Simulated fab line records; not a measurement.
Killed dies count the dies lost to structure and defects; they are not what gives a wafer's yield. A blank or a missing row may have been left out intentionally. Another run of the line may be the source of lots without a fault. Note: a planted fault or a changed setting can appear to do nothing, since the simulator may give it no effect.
Matching of chambers	flow nand-harc	4 sister chambers for NHARC_A_CONTACT_ETCH_102 on rie-diel-01
The step etches the open film in CF4/O2, target depth 100 nm, overetch 10 nm, time 55 s. 22 wafers are shown with their chamber, then 11 later ones without.

WAFERS WITH THEIR CHAMBER
wafer	chamber	drypump-motor-current-A (A)	showerhead-plenum-p-Torr (Torr)	oes-product-au (a.u.)
L078.1	0	5.0	1.33	0.997
L078.4	2	5.7	1.29	0.990
L078.6	2	5.7	1.29	0.995
L081.2	0	5.0	1.32	0.997
L081.4	1	6.3	1.34	1.016
L081.6	0	5.0	1.32	0.997
L084.1	1	6.4	1.34	1.004
L084.2	3	5.4	1.30	1.006
L084.6	0	5.1	1.32	0.990
L082.1	1	6.3	1.34	1.005
L082.4	1	6.3	1.34	1.004
L082.5	3	5.4	1.30	0.999
L083.1	3	5.4	1.30	0.986
L083.2	1	6.3	1.34	0.998
L083.5	3	5.4	1.30	0.992
L085.1	0	5.0	1.32	0.985
L085.2	1	6.3	1.34	1.016
L085.5	1	6.4	1.34	1.005
L086.1	0	5.0	1.32	0.991
L086.4	3	5.4	1.30	0.998
L086.5	1	6.3	1.34	1.002
L091.1	1	6.3	1.33	1.009

SIGNATURES, as means of the wafers listed above
reading	chamber 0	chamber 1	chamber 2	chamber 3	scatter within a chamber
drypump-motor-current-A	5.017	6.322	5.700	5.400	0.0364
showerhead-plenum-p-Torr	1.3217	1.3389	1.2900	1.3000	0.00309
oes-product-au	0.99283	1.00656	0.99250	0.99620	0.00607
Rule: a wafer lies at a distance from a chamber equal to the root of the sum of squares, over the readings, of (its reading less the chamber's mean, divided by the reading's scatter). The wafer belongs to the nearest chamber; if the next one is less than 2 further off, it can't be placed. How the scatter is found: for the shown wafers, subtract from each reading the mean of its chamber, square and add these, divide the total by (wafers less chambers), then take the root.

WAFERS WITHOUT THEIR CHAMBER
wafer	drypump-motor-current-A (A)	showerhead-plenum-p-Torr (Torr)	oes-product-au (a.u.)
L091.4	5.0	1.32	0.997
L091.6	5.4	1.30	0.995
L093.1	6.3	1.33	1.002
L093.3	5.7	1.28	1.004
L093.4	5.0	1.32	0.987
L092.3	6.4	1.33	1.008
L092.4	5.7	1.28	0.999
L092.6	6.4	1.33	0.997
L096.2	5.1	1.32	0.992
L096.4	5.4	1.30	1.002
L096.6	5.4	1.30	0.997

THE CHAMBER EACH PASSED THROUGH
wafer	from the rows above	in truth
L091.4	0	0
L091.6	3	3
L093.1	1	1
L093.3	2	2
L093.4	0	0
L092.3	1	1
L092.4	2	2
L092.6	1	1
L096.2	0	0
L096.4	3	3
L096.6	3	3
Correct placement for 11 of the 11. Number that these rows cannot place: 0. Wrongly placed: 0.
